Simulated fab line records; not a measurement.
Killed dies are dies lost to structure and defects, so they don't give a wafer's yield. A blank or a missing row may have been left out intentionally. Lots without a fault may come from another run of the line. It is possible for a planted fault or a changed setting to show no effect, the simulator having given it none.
fab line records ; flow n5Finfet ; part 2 of 2: steps 5 to 6 of 6
record lots=18; wafers=54; lastDay=17
route steps=1938 shown SDB@363 HKMG_FIN@386 GATE_CUT@467
lots that met no fault: taken from a fault-free run of the same line
startH: the number of hours between the record's first day and the start of the first shown wafer of the lot ; waitH: hours elapsed since this lot's preceding step ; " repeats the value in the row above ; L1.1+2: a single row standing in for several wafers ; - value missing, or start not given ; * or withheld: withheld ; < > ~ a bound
route shown NAME@n: a module of which the file shows steps, and the number in the route of the first ; usual: the fault-free wafers' mean and standard deviation ; same: alike in all rows ; chamber/n: place in a boat ; sites: readings site by site ; _std_site: standard deviation of those values ; _edge_site: inner sites' mean taken away from outer sites' mean ; radiusMm: how far each site lies from the wafer's centre ; mask NAME#n: copy n ; behind: the tool/chamber that last shaped the wafer ; hold: what put the lot on hold/how long, in hours/how the hold closed ; device: transistor that didn't switch, given as n, p or np ; end of line: the same wafers' tests at the end of the route ; for a step that has no rows: nothing shown but its recipe ; killed: at the first sort, the dies lost to defects and structure; wafer yield is something else ; map: the dies of a wafer, with x for killed, . for not killed, _ for no die there
set.NAME: setting as actually run; set.NAME@STEP: the setting as run at that earlier step ; model.NAME: the simulator's own value behind a step, which no gauge read
a sample of lots followed through the steps of the route, with each step as a table and each wafer as a row
services: from which hour (startH, from the record's first day; less than 0 if before it) a tool's chamber was out of use, for how many hours, and why
## steps
# step N5_GATE_CUT_ETCHBACK_30
# recipe chemistry=Cl2/Ar; target=TiN; targetDepthA=30; mode=isotropic; pressureMtorr=10; icpW=600; biasW=60; Cl2_flow_sccm=40; Ar_flow_sccm=60
# usual biasW=60.01/0.18; chamberPressureMTorr=10.000/0.0093; drypumpMotorCurrentA=5.88/0.25; mfcCl2Sccm=40.01/0.12; oesProductAu=0.78/0.075; throttleValvePct=20.99/0.29
lot.wafer;tool;chamber;startH;waitH;biasW;chamberPressureMTorr;drypumpMotorCurrentA;mfcCl2Sccm;oesProductAu;rfHoursCounterH;throttleValvePct
L074.2;rieMetal-03;0;82.95;0.1;60.20;10.010;5.78;40.10;0.82;14;20.91
L074.3;rieMetal-03;1;82.95;0.1;59.84;9.991;5.59;40.01;0.83;-;20.88
L074.4;rieMetal-03;0;82.95;0.1;59.89;10.005;5.78;40.04;0.82;-;20.89
L077.3;rieMetal-03;1;97.88;0.0;60.14;9.994;5.61;39.98;0.82;-;20.90
L077.5;rieMetal-03;1;97.88;0.0;60.21;9.986;5.60;39.74;0.82;-;20.90
L077.6;rieMetal-03;0;97.88;0.0;60.11;9.986;5.80;39.89;0.81;-;20.92
L078.2;rieMetal-03;0;106.91;0.1;59.77;10.010;5.77;40.05;0.80;16;20.91
L078.3;rieMetal-03;0;106.91;0.1;59.95;9.995;5.77;40.17;0.82;-;20.88
L078.4;rieMetal-03;1;106.91;0.1;60.04;9.992;5.57;39.96;0.82;-;20.90
L079.1;rieMetal-02;0;113.25;0.1;59.99;10.006;6.05;39.82;0.78;52;20.75
L079.2;rieMetal-02;0;113.25;0.1;60.28;9.991;6.05;39.72;0.78;-;20.75
L079.6;rieMetal-02;0;113.25;0.1;59.88;9.996;6.05;39.78;0.78;-;20.74
L080.1;rieMetal-03;1;115.28;0.1;60.13;10.002;5.55;40.11;0.82;24;20.92
L080.3;rieMetal-03;1;115.28;0.1;60.28;9.995;5.55;40.03;0.82;-;20.91
L080.4;rieMetal-03;0;115.28;0.1;60.22;10.020;5.78;39.97;0.81;-;20.92
L082.1;rieMetal-01;0;127.42;0.1;59.77;10.004;6.31;39.94;0.88;11;21.04
L082.3;rieMetal-01;1;127.42;0.1;60.10;9.990;6.00;40.01;0.78;-;20.77
L082.4;rieMetal-01;0;127.42;0.1;60.40;10.009;6.30;40.14;0.87;-;21.06
L083.1;rieMetal-01;0;132.09;0.1;59.82;10.003;6.30;40.00;0.86;11;21.07
L083.4;rieMetal-01;1;132.09;0.1;60.20;9.991;6.00;39.96;0.78;-;20.76
L083.5;rieMetal-01;0;132.09;0.1;59.87;10.019;6.31;39.99;0.86;-;21.06
L084.2;rieMetal-01;0;138.41;0.1;59.84;10.002;6.30;40.22;0.86;11;21.08
L084.3;rieMetal-01;1;138.41;0.1;60.04;9.985;6.04;40.04;0.79;-;20.77
L084.6;rieMetal-01;1;138.41;0.1;59.91;10.010;6.04;40.18;0.78;-;20.75
L085.2;rieMetal-02;0;148.01;0.1;59.99;10.003;6.05;39.96;0.76;55;20.78
L085.4;rieMetal-02;1;148.01;0.1;59.99;10.014;5.66;39.99;0.60;-;21.73
L085.5;rieMetal-02;1;148.01;0.1;60.07;10.006;5.66;39.93;0.60;-;21.72
L087.3;rieMetal-02;0;157.92;0.0;60.01;10.002;6.07;39.92;0.76;-;20.78
L087.5;rieMetal-02;0;157.92;0.0;60.03;10.006;6.09;39.75;0.77;-;20.77
L087.6;rieMetal-02;1;157.92;0.0;59.83;10.003;5.68;39.93;0.60;-;21.73
L089.1;rieMetal-02;0;172.59;0.1;60.14;10.011;6.03;39.96;0.76;59;20.77
L089.2;rieMetal-02;1;172.59;0.1;59.82;9.996;5.66;40.05;0.59;114;21.73
L089.3;rieMetal-02;0;172.59;0.1;59.87;10.004;6.07;40.24;0.76;-;20.77
L090.1;rieMetal-02;1;177.67;0.1;59.75;10.013;5.66;39.79;0.59;114;21.73
L090.3;rieMetal-02;0;177.67;0.1;59.91;9.998;6.02;40.15;0.75;-;20.77
L090.5;rieMetal-02;1;177.67;0.1;59.92;9.991;5.67;40.04;0.59;-;21.73
L091.2;rieMetal-02;1;180.09;0.1;60.14;10.002;5.66;40.09;0.59;114;21.72
L091.5;rieMetal-02;1;180.09;0.1;60.16;9.996;5.66;40.00;0.59;-;21.73
L091.6;rieMetal-02;0;180.09;0.1;60.08;10.003;6.13;39.71;0.76;-;20.76
L093.2;rieMetal-03;1;191.72;0.1;60.09;10.003;5.58;39.95;0.79;30;20.93
L093.3;rieMetal-03;1;191.72;0.1;60.06;9.987;5.57;40.07;0.79;-;20.93
L093.4;rieMetal-03;0;191.72;0.1;59.90;9.986;5.79;39.81;0.78;-;20.93
L094.3;rieMetal-01;1;203.01;0.0;60.30;10.017;5.99;40.03;0.76;-;20.77
L094.4;rieMetal-01;0;203.01;0.0;60.11;10.009;6.31;40.08;0.84;-;21.07
L094.6;rieMetal-01;1;203.01;0.0;60.07;10.004;6.01;40.10;0.77;-;20.77
L095.2;rieMetal-03;0;206.35;0.1;59.97;10.003;5.77;39.91;0.79;25;20.94
L095.5;rieMetal-03;1;206.35;0.1;59.87;10.002;5.58;40.08;0.79;-;20.92
L095.6;rieMetal-03;0;206.35;0.1;59.88;10.006;5.79;40.00;0.78;-;20.92
L096.4;rieMetal-03;0;214.62;0.0;59.71;10.001;5.77;40.07;0.77;-;20.94
L096.5;rieMetal-03;0;214.62;0.0;59.65;10.005;5.77;40.05;0.78;-;20.94
L096.6;rieMetal-03;1;214.62;0.0;60.23;10.001;5.57;40.12;0.79;-;20.92
L097.2;rieMetal-01;0;222.49;0.1;59.87;9.993;6.32;39.88;0.83;19;21.09
L097.4;rieMetal-01;0;222.49;0.1;59.63;10.000;6.30;40.01;0.83;-;21.09
L097.6;rieMetal-01;1;222.49;0.1;60.01;10.025;5.96;40.07;0.77;-;20.77
# step N5_GATE_CUT_ETCH_58
# recipe chemistry=CH3F/O2; target=SiNx; targetDepthA=170; timeS=128.6; ionEnergyEv=50; pressureMtorr=30; sourceW=415; biasW=21; Ar_flow_sccm=150; CH3F_flow_sccm=30; O2_flow_sccm=20
# usual biasW=21.00/0.06; chamberPressureMTorr=30.01/0.03; drypumpMotorCurrentA=5.5/0.52; oesProductAu=0.78/0.086; rfVppV=99.2/0.98; showerheadPlenumPTorr=1.99/0.089; throttleValvePct=16.41/0.25
lot.wafer;tool;chamber;startH;waitH;biasW;chamberPressureMTorr;drypumpMotorCurrentA;oesProductAu;rfHoursCounterH;rfVppV;showerheadPlenumPTorr;throttleValvePct
L074.2;rieDiel-02;3;83.04;0.0;20.95;30.02;6.0;0.69;227;99.3;2.09;16.56
L074.3;rieDiel-02;0;83.04;0.0;21.03;29.97;5.7;0.77;111;98.8;1.86;16.53
L074.4;rieDiel-02;2;83.04;0.0;20.96;30.01;5.7;0.88;45;98.8;1.95;16.20
L077.3;rieDiel-02;1;97.96;0.0;21.04;29.98;5.4;0.70;205;100.8;1.99;16.78
L077.5;rieDiel-02;2;97.96;0.0;20.98;30.01;5.6;0.87;-;99.2;1.95;16.22
L077.6;rieDiel-02;1;97.96;0.0;21.12;30.04;5.4;0.71;-;99.1;1.99;16.77
L078.2;rieDiel-02;2;107.10;0.1;20.94;29.98;5.7;0.88;52;98.1;1.95;16.21
L078.3;rieDiel-02;1;107.10;0.1;21.03;30.02;5.5;0.70;207;100.4;1.99;16.77
L078.4;rieDiel-02;3;107.10;0.1;21.01;30.03;6.0;0.67;234;98.8;2.09;16.60
L079.1;rieDiel-03;0;113.39;0.1;20.97;29.99;5.9;0.69;194;99.1;2.08;16.31
L079.2;rieDiel-03;1;113.39;0.1;20.94;29.93;5.0;0.93;7;100.3;2.13;15.96
L079.6;rieDiel-03;3;113.39;0.1;21.16;30.01;6.4;0.70;-;98.9;1.88;16.32
L080.1;rieDiel-03;0;115.36;0.0;21.10;30.04;5.9;0.69;195;100.3;2.08;16.30
L080.3;rieDiel-03;1;115.36;0.0;20.95;30.01;5.0;0.93;7;100.2;2.13;15.94
L080.4;rieDiel-03;3;115.36;0.0;21.05;30.04;6.5;0.69;214;97.1;1.88;16.32
L082.1;rieDiel-02;1;127.57;0.1;20.99;30.03;5.5;0.70;214;98.8;1.99;16.77
L082.3;rieDiel-02;2;127.57;0.1;20.91;30.00;5.6;0.87;58;99.0;1.94;16.23
L082.4;rieDiel-02;0;127.57;0.1;21.03;29.94;5.7;0.76;124;99.4;1.86;16.57
L083.1;rieDiel-06;2;132.17;0.0;21.01;30.03;4.8;0.69;212;98.2;1.99;16.65
L083.4;rieDiel-06;1;132.17;0.0;21.06;30.00;5.4;0.82;82;99.0;2.12;16.20
L083.5;rieDiel-06;1;132.17;0.0;21.10;30.07;5.4;0.83;-;98.5;2.12;16.22
L084.2;rieDiel-02;2;138.89;0.4;20.96;30.01;5.7;0.86;61;99.6;1.94;16.24
L084.3;rieDiel-02;0;138.89;0.4;20.98;30.05;5.7;0.76;128;98.8;1.86;16.57
L084.6;rieDiel-02;3;138.89;0.4;21.07;30.02;6.0;0.66;-;99.5;2.08;16.60
L085.2;rieDiel-06;2;148.10;0.0;20.98;30.02;4.7;0.69;218;101.4;1.99;16.67
L085.4;rieDiel-06;3;148.10;0.0;21.07;30.01;4.7;0.85;82;98.8;2.00;16.25
L085.5;rieDiel-06;3;148.10;0.0;20.95;29.99;4.7;0.84;-;100.0;2.00;16.25
L087.3;rieDiel-03;0;157.99;0.0;21.11;29.98;5.9;0.69;205;100.2;2.07;16.33
L087.5;rieDiel-03;0;157.99;0.0;21.07;29.94;5.9;0.69;-;99.8;2.07;16.35
L087.6;rieDiel-03;3;157.99;0.0;21.01;30.06;6.4;0.69;-;98.5;1.88;16.33
L089.1;rieDiel-06;1;172.67;0.0;20.92;30.00;5.4;0.81;97;98.9;2.12;16.24
L089.2;rieDiel-06;2;172.67;0.0;20.97;30.05;4.8;0.69;226;98.6;1.98;16.69
L089.3;rieDiel-06;3;172.67;0.0;20.94;29.99;4.7;0.85;91;100.2;2.00;16.27
L090.1;rieDiel-03;3;177.76;0.0;21.00;30.03;6.5;0.69;231;98.3;1.88;16.34
L090.3;rieDiel-03;1;177.76;0.0;21.07;30.01;5.0;0.88;26;100.1;2.13;15.99
L090.5;rieDiel-03;1;177.76;0.0;21.06;30.02;5.0;0.89;-;97.9;2.13;15.99
L091.2;rieDiel-02;0;180.17;0.0;21.00;30.05;5.7;0.73;142;98.9;1.85;16.60
L091.5;rieDiel-02;2;180.17;0.0;20.91;30.02;5.7;0.84;-;99.0;1.94;16.25
L091.6;rieDiel-02;1;180.17;0.0;20.95;29.96;5.5;0.68;-;98.9;1.98;16.83
L093.2;rieDiel-02;2;191.80;0.0;21.02;30.00;5.6;0.83;79;99.1;1.94;16.26
L093.3;rieDiel-02;1;191.80;0.0;20.95;30.03;5.5;0.69;235;99.8;1.98;16.82
L093.4;rieDiel-02;3;191.80;0.0;21.05;30.01;6.0;0.96;5;98.9;2.08;16.11
L094.3;rieDiel-02;0;203.08;0.0;21.05;29.98;5.7;0.73;148;98.8;1.85;16.60
L094.4;rieDiel-02;2;203.08;0.0;20.99;30.05;5.7;0.82;82;97.2;1.94;16.26
L094.6;rieDiel-02;1;203.08;0.0;21.03;29.99;5.5;0.68;-;99.3;1.98;16.83
L095.2;rieDiel-03;3;206.43;0.0;20.89;29.98;6.5;0.68;243;98.0;1.87;16.35
L095.5;rieDiel-03;2;206.43;0.0;21.04;30.07;5.3;0.84;-;99.5;1.95;16.38
L095.6;rieDiel-03;1;206.43;0.0;20.98;30.00;5.0;0.86;-;100.3;2.12;16.02
L096.4;rieDiel-06;0;214.69;0.0;20.96;30.00;6.2;0.71;229;99.3;1.89;16.78
L096.5;rieDiel-06;2;214.69;0.0;21.00;29.98;4.7;0.68;-;99.1;1.98;16.69
L096.6;rieDiel-06;1;214.69;0.0;20.98;30.03;5.4;0.81;-;100.6;2.11;16.25
L097.2;rieDiel-06;0;222.57;0.0;20.98;30.01;6.2;0.70;232;99.8;1.89;16.78
L097.4;rieDiel-06;2;222.57;0.0;21.02;30.05;4.8;0.67;241;97.9;1.98;16.72
L097.6;rieDiel-06;1;222.57;0.0;21.00;30.01;5.4;0.79;-;99.7;2.11;16.26
## services
tool;chamber;startH;hours;kind
rieDiel-03;-;48.55;2.8;pm
rieDiel-03;-;51.49;0.5;repair
rieDiel-05;0;64.07;2.2;repair
rieDiel-06;1;70.09;4.3;repair
rieMetal-03;1;72.18;1.8;repair
rieMetal-01;-;76.78;1.8;repair
rieDiel-04;0;87.45;6.6;repair
rieDiel-04;3;94.41;-;clean
rieDiel-04;3;94.41;-;consumableReplace:focusRing
rieDiel-05;3;96.43;-;clean
rieDiel-05;3;96.43;-;consumableReplace:focusRing
rieDiel-05;3;96.43;19.5;scheduledDown
rieDiel-05;3;96.43;19.5;ventCycle
rieDiel-06;-;98.98;0.4;repair
rieMetal-02;1;99.95;16.6;repair
aldHk-01;-;114.35;1.5;repair
rieDiel-03;0;115.96;8.9;repair
aldHk-01;-;120.27;28.1;pm
rieMetal-03;-;125.06;2.8;pm
rieDiel-04;-;148.85;0.1;repair
rieDiel-06;0;163.38;9.6;repair
rieDiel-04;2;172.28;4.3;repair
rieDiel-05;0;185.05;3.2;repair
rieDiel-04;-;190.71;1.6;repair
